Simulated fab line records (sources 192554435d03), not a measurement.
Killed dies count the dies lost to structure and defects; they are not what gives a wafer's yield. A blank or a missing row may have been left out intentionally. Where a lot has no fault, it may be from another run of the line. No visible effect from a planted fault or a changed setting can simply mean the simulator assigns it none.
Lot-split experiment    flow n5Finfet    21 wafers read from 7 lots, route of 1938 steps

ABOUT THE SPLIT
At N5_BEOL_M13_COAT_04 (resist thk 400 nm), the setting spinRpm was moved away from the recipe's 1625 rpm on 7 of the 21 wafers read, by -8.9% to +9.7%. All remaining wafers had this setting at the recipe value.

FROM SPLIT TO READING: 1 step shown by the file between the two
- N5_BEOL_M13_ETCH_59: etches BARC in N2/H2, target depth 89 nm, overetch 26.7 nm, time 67.9 s (also split here: timeS)

THE READING
coat_of_BEOL_M13_COAT_04.thkNm (the simulator's own value, which no gauge read), in nm, at N5_BEOL_M13_VIA_ETCH_16 (etches SiOC in C4F8/O2/Ar, target depth 921.7 nm). The file gives no usual value for it. Across the 14 wafers here that went through the recipe, the average is 73.9 nm and the standard deviation 5.2 nm.

wafer   tool, chamber at the split  spinRpm as run, rpm  against the recipe  coat_of_BEOL_M13_COAT_04.thkNm, nm  against lot-mates on the recipe
L079.2  lithoTrack-04, 0            1625                 recipe              71.6                                -
L079.5  lithoTrack-04, 0            1732                 +6.6%               38                                  -32.0
L079.6  lithoTrack-04, 0            1625                 recipe              68.4                                -
L080.1  lithoTrack-02, 0            1625                 recipe              69                                  -
L080.2  lithoTrack-02, 0            1625                 recipe              79                                  -
L080.3  lithoTrack-02, 0            1625                 recipe              77.2                                -
L082.4  lithoTrack-02, 0            1703                 +4.8%               58.8                                -3.4
L082.5  lithoTrack-02, 0            1703                 +4.8%               46.4                                -15.8
L082.6  lithoTrack-02, 0            1625                 recipe              62.2                                -
L088.1  lithoTrack-02, 0            1625                 recipe              81.6                                -
L088.2  lithoTrack-02, 0            1625                 recipe              77.8                                -
L088.5  lithoTrack-02, 0            1625                 recipe              75.4                                -
L090.1  lithoTrack-05, 0            1480                 -8.9%               96                                  +22.0
L090.4  lithoTrack-05, 0            1480                 -8.9%               96                                  +22.0
L090.3  lithoTrack-05, 0            1625                 recipe              74                                  -
L094.2  lithoTrack-02, 0            1625                 recipe              72                                  -
L094.3  lithoTrack-02, 0            1625                 recipe              78.2                                -
L094.4  lithoTrack-02, 0            1625                 recipe              69.2                                -
L097.1  lithoTrack-05, 0            1625                 recipe              79.2                                -
L097.2  lithoTrack-05, 0            1783                 +9.7%               54.2                                -25.0
L097.4  lithoTrack-05, 0            1783                 +9.7%               61.4                                -17.8

FIT RESULTS
A straight line over all 21 wafers: coat_of_BEOL_M13_COAT_04.thkNm changes by -2.58 nm for each +1% of spinRpm; r = -0.84; the points scatter about the line by 7.8 nm.
The same after taking each lot's own level away (the mean of its wafers on the recipe; 21 wafers): -2.53 nm for each +1%; r = -0.92; scatter 5.1 nm.
Per that fit: largest spinRpm move, reading shift of 25 nm.
Across the lots, their own levels run from 62.20 to 79.20 nm, a range of 3.3 times the standard deviation given above.
Consequently the slope shifts little with the lot-to-lot level, the two slopes agreeing.
Check: for one of the wafers moved furthest among these (+9.7%), held out of the fit, the line's prediction against its lot-mates is -24.8 nm. It came out at -25 nm against them.

OTHER SPLITS ON THESE WAFERS
These wafers also went through other splits before the reading. Each is held against what the fit with the lots' levels taken away leaves over:
other split on the same wafers   wafers away from the commonest value  r with coat_of_BEOL_M13_COAT_04.thkNm (lot level and that fit taken away)
N5_BEOL_M9_HM_DEP_02 targetThkA  7                                     +0.26
N5_BEOL_M10_COAT_60 spinRpm      5                                     +0.04
N5_BEOL_M10_ETCH_62 timeS        9                                     -0.19
N5_BEOL_M12_ILD_DEP_00 timeS     6                                     -0.28
N5_BEOL_M13_ETCH_59 timeS        6                                     -0.63

THE WHOLE CHAIN: every reading that the file lists as answering this split, in the file's order
step                     what it does                                                             reading                                                                          change (the file's fit)               r (the file's)
N5_BEOL_M13_COAT_04      resist thk 400 nm                                                        coat_of_BEOL_M13_COAT_04.thkNm (the simulator's own value, which no gauge read)  -1.98 nm for each +1% of the setting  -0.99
N5_BEOL_M13_ETCH_59      etches BARC in N2/H2, target depth 89 nm, overetch 26.7 nm, time 67.9 s  coat_of_BEOL_M13_COAT_04.thkNm (the simulator's own value, which no gauge read)  -2.54 nm for each +1% of the setting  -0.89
N5_BEOL_M13_VIA_ETCH_16  etches SiOC in C4F8/O2/Ar, target depth 921.7 nm                         coat_of_BEOL_M13_COAT_04.thkNm (the simulator's own value, which no gauge read)  -2.75 nm for each +1% of the setting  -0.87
N5_BEOL_M13_STRIP_63     strips in N2/H2                                                          stripTimeToEndpointS                                                             withheld for each +1% of the setting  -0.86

THE FILE'S OWN FIT
coat_of_BEOL_M13_COAT_04.thkNm changes by -2.75 nm for each +1% of spinRpm, r = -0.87.
